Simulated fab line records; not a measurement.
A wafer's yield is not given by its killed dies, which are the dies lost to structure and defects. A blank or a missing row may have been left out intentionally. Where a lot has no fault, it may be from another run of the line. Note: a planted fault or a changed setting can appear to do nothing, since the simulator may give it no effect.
Matching of chambers / flow nand-harc / 3 sister chambers for NHARC_A_STAIRCASE_DEP_471 on pecvd-01
The step deposits SiO2, target thk 100 nm. 6 wafers are shown with their chamber, then 7 later ones without.

EACH WAFER AND ITS CHAMBER
wafer=L085.2; chamber=1; throttle-valve-pct (%)=16.7; heater-power-w (W)=639
wafer=L085.5; chamber=1; throttle-valve-pct (%)=16.3; heater-power-w (W)=631
wafer=L088.5; chamber=0; throttle-valve-pct (%)=15.6; heater-power-w (W)=510
wafer=L088.6; chamber=2; throttle-valve-pct (%)=15.3; heater-power-w (W)=634
wafer=L091.1; chamber=2; throttle-valve-pct (%)=15.6; heater-power-w (W)=609
wafer=L091.4; chamber=0; throttle-valve-pct (%)=15.8; heater-power-w (W)=603

WAFERS MISSING THEIR CHAMBER
wafer=L091.5; throttle-valve-pct (%)=15.9; heater-power-w (W)=591
wafer=L095.1; throttle-valve-pct (%)=16.4; heater-power-w (W)=576
wafer=L095.2; throttle-valve-pct (%)=15.5; heater-power-w (W)=571
wafer=L095.3; throttle-valve-pct (%)=16.4; heater-power-w (W)=639
wafer=L095.4; throttle-valve-pct (%)=15.3; heater-power-w (W)=581
wafer=L095.5; throttle-valve-pct (%)=16.3; heater-power-w (W)=552
wafer=L095.6; throttle-valve-pct (%)=16.5; heater-power-w (W)=648

THE CHAMBER EACH PASSED THROUGH
wafer=L091.5; from the rows above=can't be placed: 0 or 2 or 1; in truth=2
wafer=L095.1; from the rows above=can't be placed: 1 or 0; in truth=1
wafer=L095.2; from the rows above=can't be placed: 0 or 2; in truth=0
wafer=L095.3; from the rows above=1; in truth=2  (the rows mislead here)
wafer=L095.4; from the rows above=can't be placed: 2 or 0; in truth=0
wafer=L095.5; from the rows above=can't be placed: 1 or 0 or 2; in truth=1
wafer=L095.6; from the rows above=1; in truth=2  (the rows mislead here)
Correct placement for 0 of the 7. Not placeable from these rows: 5 (in 5, the candidates include the true chamber). 2 placed wrongly.
How it was worked out, from the rows above alone: a wafer's distance from a chamber is the root of the sum, over the readings, of the square of ((its reading less the chamber's mean) divided by the reading's scatter). If the next closest chamber is less than 2 further off than the closest, the wafer can't be placed; otherwise it belongs to the closest. A chamber's mean is the mean of its shown wafers. The scatter: the root of (the sum of the squares of (reading less its chamber's mean) over the shown wafers, divided by (wafers less chambers)).
